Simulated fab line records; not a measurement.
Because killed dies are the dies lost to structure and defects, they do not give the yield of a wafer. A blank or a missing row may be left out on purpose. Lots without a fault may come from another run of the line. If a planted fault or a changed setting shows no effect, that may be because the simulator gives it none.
Which tool did it? -- flow n5 finfet -- Sampling: 11 lots, 31 wafers, 4 of 1938 route steps

== WHAT EACH GAUGE READ, for each wafer ==
N5_BEOL_M7_OVL_MEAS_29.
lot,measured,on,V6_OVL (nm)
L895,day 9 07:26,overlay-02,0.6 -0.2 0.9
L896,day 10 00:13,overlay-02,0.7 0.1 -0.8
L901,day 12 02:01,overlay-01,-0.4 1.1
L905,day 12 08:17,overlay-02,0.7 0.0 0.1
L904,day 12 08:39,overlay-02,-0.1 0.2
L906,day 12 14:53,overlay-02,0.4 0.7 0.1
L907,day 13 08:44,overlay-01,-0.1 0.3 0.5
L909,day 13 17:32,overlay-01,-0.4 0.2 -1.1
L912,day 14 01:35,overlay-01,-0.7 -0.4 -0.1
L917,day 15 21:13,overlay-02,-1.0 0.5 0.5
L918,day 16 06:59,overlay-02,-1.4 -0.1 -0.1

N5_BEOL_M7_CD_MEAS_35: target cd 40 nm.
lot,measured,on,cd nm (nm)
L895,day 9 08:08,cd sem-01,39.9 39.8 39.4
L896,day 10 00:54,cd sem-03,40.9 39.7 40.7
L901,day 12 03:23,cd sem-01,40.5 40.6
L905,day 12 09:03,cd sem-02,38.8 39.0 39.2
L904,day 12 09:21,cd sem-03,39.9 39.5
L906,day 12 15:43,cd sem-03,41.0 40.4 40.7
L907,day 13 09:43,cd sem-03,38.3 39.4 39.8
L909,day 13 18:13,cd sem-01,40.0 39.4 39.3
L912,day 14 02:23,cd sem-01,39.7 39.8 39.2
L917,day 15 21:53,cd sem-02,40.6 40.6 40.4
L918,day 16 07:50,cd sem-02,41.4 39.3 39.2

== EACH LOT AND THE TOOL THAT RAN IT (in order: tool; ch and the chambers of the sampled wafers; start) ==
lot,N5_BEOL_M7_VIA_ETCH_34,N5_BEOL_M7_TRENCH_ETCH_37
L895,"rie diel-02 ch 1,2, day 9 07:44","rie diel-02 ch 1,2, day 9 08:08 or earlier"
L896,"rie diel-02 ch 1,2,3, day 10 00:29","rie diel-02 ch 1,2,3, day 10 00:54 or earlier"
L901,"rie diel-02 ch 1,2, day 12 02:58","rie diel-02 ch 1,2, day 12 03:23 or earlier"
L905,"rie diel-02 ch 1,2,3, day 12 08:33","rie diel-02 ch 1,2,3, day 12 09:03 or earlier"
L904,"rie diel-02 ch 1,3, day 12 08:57","rie diel-02 ch 1,3, day 12 09:21 or earlier"
L906,"rie diel-01 ch 0,1,3, day 12 15:19","rie diel-01 ch 0,1,3, day 12 15:43 or earlier"
L907,"rie diel-02 ch 1,2,3, day 13 09:19","rie diel-02 ch 1,2,3, day 13 09:43 or earlier"
L909,"rie diel-02 ch 0,1,2, day 13 17:49","rie diel-02 ch 0,1,2, day 13 18:13 or earlier"
L912,"rie diel-01 ch 0,1, day 14 01:53","rie diel-01 ch 0,1, day 14 02:23 or earlier"
L917,"rie diel-06 ch 0,1,3, day 15 21:29","rie diel-06 ch 0,1,3, day 15 21:53 or earlier"
L918,"rie diel-01 ch 0,2, day 16 07:26","rie diel-01 ch 0,2, day 16 07:50 or earlier"
- N5_BEOL_M7_VIA_ETCH_34: etches SiCOH lowk in C4F6/O2, target depth 125.5 nm, time 50.5 s.
- N5_BEOL_M7_TRENCH_ETCH_37: etches SiCOH lowk in C4F6/O2, target depth 93.478 nm, time 31.2 s.

== WHAT THE TOOLS THEMSELVES READ (means of the sampled wafers that have a number; where no wafer has one, the mark that the record gives instead) ==
N5_BEOL_M7_VIA_ETCH_34.
lot,tool,drypump motor current A (A),oes product au (a.u.),rf fwd power W (W),rf vpp V (V),showerhead plenum p Torr (Torr),throttle valve pct (%)
L895,rie diel-02,6.04,0.73,342.7,676,2.97,21.03
L896,rie diel-02,5.87,0.71,342.7,675,2.95,21.12
L901,rie diel-02,5.90,0.71,343.0,674,2.95,21.11
L905,rie diel-02,5.86,0.80,342.7,670,2.94,21.02
L904,rie diel-02,6.07,0.85,342.9,673,2.94,20.90
L906,rie diel-01,5.83,0.75,342.3,659,2.88,20.93
L907,rie diel-02,5.86,0.80,370.2,648,2.94,21.03
L909,rie diel-02,5.88,0.70,369.3,648,2.86,21.05
L912,rie diel-01,5.84,0.80,343.1,656,2.89,20.89
L917,rie diel-06,5.82,0.87,342.4,655,2.82,20.91
L918,rie diel-01,5.65,0.83,340.7,662,2.83,20.71

N5_BEOL_M7_TRENCH_ETCH_37.
lot,tool,drypump motor current A (A),oes product au (a.u.),rf fwd power W (W),rf vpp V (V),showerhead plenum p Torr (Torr),throttle valve pct (%)
L895,rie diel-02,6.03,0.73,342.8,677,2.97,21.05
L896,rie diel-02,5.87,0.71,340.9,676,2.95,21.15
L901,rie diel-02,5.90,0.70,342.6,673,2.96,21.14
L905,rie diel-02,5.87,0.80,342.2,671,2.94,21.06
L904,rie diel-02,6.08,0.86,343.1,672,2.94,20.93
L906,rie diel-01,5.82,0.75,341.5,659,2.88,20.97
L907,rie diel-02,5.86,0.79,342.8,671,2.94,21.06
L909,rie diel-02,5.87,0.70,339.9,670,2.86,21.09
L912,rie diel-01,5.86,0.80,341.7,657,2.89,20.93
L917,rie diel-06,5.83,0.87,340.8,655,2.81,20.95
L918,rie diel-01,5.65,0.83,341.0,661,2.83,20.73

== THE ANSWER, worked out from the rows above alone ==
Rule: the usual values come from the lots themselves. The widest of any qualifying gaps counts: lots, ordered by their means at a reading, are off when they make up no more than a third of the lots, leave a main group of 4 or more, and stand apart from it by 3 or more times the standard deviation of that group's means. If all means in a main group match to the digits the tables above print for the reading, that group is not used. A lot without any number at a reading at which 4 lots or more have one is off too. All remaining lots with rows at the step are treated as sound. First the gauges in route order, then the tools' own readings, where a lot's mean is used as printed above. The first step at which some lot is off is used, and at that step the reading that is off furthest; a lot without a number counts as furthest.
Off: L907, L909, at N5_BEOL_M7_VIA_ETCH_34 (rf fwd power W). Main group: mean 342.5 W, sd 0.68.
If a tool, at that step or one of the process steps before it, ran each lot that is off and ran no sound lot following the first of them, it fits. One candidate fits, namely rie diel-02 at N5_BEOL_M7_VIA_ETCH_34. A fault onset in the window from L904 (day 12 08:57, its last sound lot) to L907 (day 13 09:19, its first lot off) fits.
On the lots that are off, the tool's own readings at N5_BEOL_M7_VIA_ETCH_34 differ by more than 5 times the standard deviation of the sound lots' means, which bears it out; rf fwd power W reads 369.8 W there versus 342.5 W on the sound lots.

== WHAT THE SIMULATOR HAD INSERTED ==
rie diel-02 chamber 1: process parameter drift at N5_BEOL_M7_VIA_ETCH_34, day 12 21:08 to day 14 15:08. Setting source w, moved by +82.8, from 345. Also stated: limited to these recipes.
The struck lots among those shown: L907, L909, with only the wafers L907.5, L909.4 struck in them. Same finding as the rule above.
